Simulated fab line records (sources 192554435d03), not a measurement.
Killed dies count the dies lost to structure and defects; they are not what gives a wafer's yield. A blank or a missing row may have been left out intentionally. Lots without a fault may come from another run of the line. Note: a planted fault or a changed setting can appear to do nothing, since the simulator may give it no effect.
Lot-split experiment	flow n5_finfet	on a route of 1938 steps: 7 lots, 21 wafers read

ON THE SPLIT
At N5_BEOL_M8_PEB_09 (peb time 60 s), the setting peb_time_s was moved away from the recipe's 60 s on 6 of the 21 wafers read, by -9.0% to +10.7%. The other wafers ran this setting at the recipe's value.

FROM THE SPLIT TO THE READING: what the file shows between them, 14 steps
- N5_BEOL_M8_DEVELOP_10: develop time 30 s
- N5_BEOL_M8_CD_MEAS_11: target cd 38.5 nm
- N5_BEOL_M8_DESCUM_16: chemistry O2, time 7.9 s (also split here: time_s)
- N5_BEOL_M8_ETCH_61: etches SiARC in CF4, target depth 45.5 nm, time 75.8 s
- N5_BEOL_M8_ETCH_62: etches SOC in N2/H2, target depth 110 nm, overetch 22 nm, time 165 s
- N5_BEOL_M8_STRIP_68: strips in N2/H2
- N5_BEOL_M8_STRIP_67: strips in CF4
- N5_BEOL_M8_HM_OPEN_17: chemistry Cl2/BCl3, target TiN, target depth 20 nm, overetch 6 nm
- N5_BEOL_M8_STRIP_19: strips in O2
- N5_BEOL_M8_CD_MEAS_18: pitch 80 nm, target cd 40 nm
- N5_BEOL_M8_COAT_63: time 60 s, resist thk 60 nm
- N5_BEOL_M8_COAT_64: time 60 s, resist thk 12 nm
- N5_BEOL_M8_PRECLEAN_42: cleans in residue remover, time 60 s
- N5_BEOL_M8_SRD_43: time 30 s

THE READING
cd_nm (nm) at N5_BEOL_M8_CD_MEAS_35, where the cd target is 40 nm. Typical for fault-free wafers on this fab line: 40.0 nm, with standard deviation 0.47 nm.

wafer	tool, chamber at the split	peb_time_s as run, s	against the recipe	cd_nm, nm	against lot-mates on the recipe
L075.1	litho_track-04, 0	60	recipe	39.3	-
L075.2	litho_track-04, 0	60	recipe	39.7	-
L075.4	litho_track-04, 0	60	recipe	39.8	-
L084.4	litho_track-04, 0	64.09	+6.8%	42.3	+1.9
L084.5	litho_track-04, 0	60	recipe	40.4	-
L084.6	litho_track-04, 0	64.09	+6.8%	41.6	+1.2
L085.1	litho_track-04, 0	66.42	+10.7%	42.0	+2.4
L085.3	litho_track-04, 0	60	recipe	39.6	-
L085.4	litho_track-04, 0	66.42	+10.7%	41.8	+2.2
L090.1	litho_track-03, 0	60	recipe	40.7	-
L090.2	litho_track-03, 0	60	recipe	39.9	-
L090.3	litho_track-03, 0	60	recipe	40.0	-
L089.1	litho_track-01, 0	60	recipe	40.3	-
L089.4	litho_track-01, 0	60	recipe	40.6	-
L089.5	litho_track-01, 0	60	recipe	40.3	-
L091.1	litho_track-01, 0	60	recipe	39.2	-
L091.2	litho_track-01, 0	60	recipe	39.5	-
L091.6	litho_track-01, 0	60	recipe	39.6	-
L097.2	litho_track-04, 0	54.58	-9.0%	38.4	-2.2
L097.3	litho_track-04, 0	54.58	-9.0%	37.9	-2.7
L097.4	litho_track-04, 0	60	recipe	40.6	-

THE FIT
A straight line over all 21 wafers: cd_nm changes by +0.208 nm for each +1% of peb_time_s; r = +0.90; the points scatter about the line by 0.49 nm.
The same after taking each lot's own level away (the mean of its wafers on the recipe; 21 wafers): +0.238 nm for each +1%; r = +0.98; scatter 0.26 nm.
The reading moves by 2.6 nm for the largest change in peb_time_s, on that fit.
From 39.43 to 40.60 nm: that is the span of the lots' own levels, equal to 2.5 times the standard deviation above.
In other words, the slope is changed by the lot-to-lot level; the two fits disagree.
Check: +2.52 nm against its lot-mates is what the line predicts for one of the wafers moved furthest among these (+10.7%) when that wafer is left out of the fit. It came out at +2.4 nm against them.

THESE WAFERS: OTHER SPLITS
Note: prior to the reading, these wafers also went through further splits. Each is held against what the fit with the lots' levels taken away leaves over:
other split on the same wafers	wafers away from the commonest value	r with cd_nm (lot level and that fit taken away)
N5_BEOL_M6_ALD_77 co_reactant_pulse_time_s	10	+0.08
N5_BEOL_M7_COAT_63 spin_rpm	8	-0.01
N5_BEOL_M7_DESCUM_33 time_s	10	-0.01
N5_BEOL_M8_DESCUM_16 time_s	9	+0.35

THE WHOLE CHAIN: every reading that the file lists as answering this split, in the file's order
step	what it does	reading	change (the file's fit)	r (the file's)
N5_BEOL_M8_CD_MEAS_11	target cd 38.5 nm	cd_nm	+0.215 nm for each +1% of the setting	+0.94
N5_BEOL_M8_ETCH_61	etches SiARC in CF4, target depth 45.5 nm, time 75.8 s	BEOL_M8.cd_offset_nm (the simulator's own value, which no gauge read)	+0.239 nm for each +1% of the setting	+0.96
N5_BEOL_M8_ETCH_62	etches SOC in N2/H2, target depth 110 nm, overetch 22 nm, time 165 s	BEOL_M8.cd_offset_nm (the simulator's own value, which no gauge read)	+0.247 nm for each +1% of the setting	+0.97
N5_BEOL_M8_CD_MEAS_18	pitch 80 nm, target cd 40 nm	cd_nm	+0.284 nm for each +1% of the setting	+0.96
N5_BEOL_M8_CD_MEAS_35	target cd 40 nm	cd_nm	+0.238 nm for each +1% of the setting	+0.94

THE FILE'S OWN FIT
cd_nm changes by +0.238 nm for each +1% of peb_time_s, r = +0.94.
